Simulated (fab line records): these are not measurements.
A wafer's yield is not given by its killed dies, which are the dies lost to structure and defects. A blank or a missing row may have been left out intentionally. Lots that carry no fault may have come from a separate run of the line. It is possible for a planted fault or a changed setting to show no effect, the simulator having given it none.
Matching of chambers + flow n5Finfet + cmp-03 running N5_BEOL_M3_CMP_52: 4 sister chambers
The step polishes, stops on SiOC, t overpolish 6.8 s, target thk 40 nm. 18 wafers are shown with their chamber, then 9 later ones without.

WAFERS WITH THEIR CHAMBER
| wafer  | chamber | motorCurrentA (A) | timeToEndpointS (s) | slurryFilterDpKPa (kPa) |
|--------|---------|-------------------|---------------------|-------------------------|
| L074.3 | 3       | 6.1               | 65                  | 13.39                   |
| L074.4 | 0       | 5.8               | 69                  | 13.28                   |
| L074.6 | 0       | 6.0               | 67                  | 13.44                   |
| L079.2 | 3       | 6.2               | 69                  | 13.51                   |
| L079.3 | 0       | 5.6               | 65                  | 13.48                   |
| L079.4 | 1       | 5.7               | 61                  | 13.53                   |
| L083.2 | 0       | 5.8               | 69                  | 13.55                   |
| L083.3 | 1       | 5.6               | 63                  | 13.39                   |
| L083.4 | 2       | 5.1               | 67                  | 13.74                   |
| L084.2 | 3       | 6.0               | 64                  | 13.62                   |
| L084.4 | 2       | 5.1               | 69                  | 13.72                   |
| L084.5 | 0       | 5.7               | 67                  | 13.52                   |
| L086.3 | 3       | 6.1               | 63                  | 13.63                   |
| L086.4 | 0       | 6.0               | 64                  | 13.45                   |
| L086.5 | 2       | 5.1               | 63                  | 13.66                   |
| L088.3 | 2       | 5.0               | 67                  | 13.67                   |
| L088.5 | 2       | 5.3               | 67                  | 13.71                   |
| L088.6 | 1       | 5.4               | 61                  | 13.86                   |

SIGNATURES (means of the wafers above)
| reading           | chamber 0 | chamber 1 | chamber 2 | chamber 3 | scatter within a chamber |
|-------------------|-----------|-----------|-----------|-----------|--------------------------|
| motorCurrentA     | 5.817     | 5.567     | 5.120     | 6.100     | 0.132                    |
| timeToEndpointS   | 66.83     | 61.67     | 66.60     | 65.25     | 2.13                     |
| slurryFilterDpKPa | 13.4533   | 13.5933   | 13.7000   | 13.5375   | 0.121                    |
Rule: distance of a wafer from a chamber = root of the sum over the readings of ((wafer's reading minus chamber's mean) / reading's scatter) squared. The wafer belongs to the nearest chamber; if the next one is less than 2 further off, it can't be placed. The scatter is the square root of a quotient: the sum, over the shown wafers, of each reading's squared deviation from its chamber's mean, divided by wafers minus chambers.

WAFERS WITHOUT THEIR CHAMBER
| wafer  | motorCurrentA (A) | timeToEndpointS (s) | slurryFilterDpKPa (kPa) |
|--------|-------------------|---------------------|-------------------------|
| L089.2 | 6.1               | 64                  | 13.14                   |
| L089.4 | 5.4               | 61                  | 13.70                   |
| L089.6 | 5.6               | 61                  | 13.40                   |
| L092.1 | 5.8               | 73                  | 13.63                   |
| L092.4 | 5.4               | 67                  | 13.74                   |
| L092.6 | 5.4               | 63                  | 13.34                   |
| L096.2 | 5.9               | 72                  | 13.55                   |
| L096.3 | 5.8               | 69                  | 13.38                   |
| L096.4 | 6.3               | 71                  | 13.35                   |

EACH ONE'S CHAMBER
| wafer  | from the rows above          | in truth |
|--------|------------------------------|----------|
| L089.2 | can't be placed: 3 or 0      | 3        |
| L089.4 | can't be placed: 1 or 2      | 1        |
| L089.6 | can't be placed: 1 or 0      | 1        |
| L092.1 | can't be placed: 0 or 3      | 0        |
| L092.4 | can't be placed: 2 or 1 or 0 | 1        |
| L092.6 | can't be placed: 1 or 0 or 2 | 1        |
| L096.2 | can't be placed: 0 or 3      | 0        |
| L096.3 | can't be placed: 0 or 3      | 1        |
| L096.4 | can't be placed: 3 or 0      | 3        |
0 of 9 placed correctly. From these rows, 9 cannot be placed; in 8 the true chamber is one of the candidates. Number placed wrongly: 0.
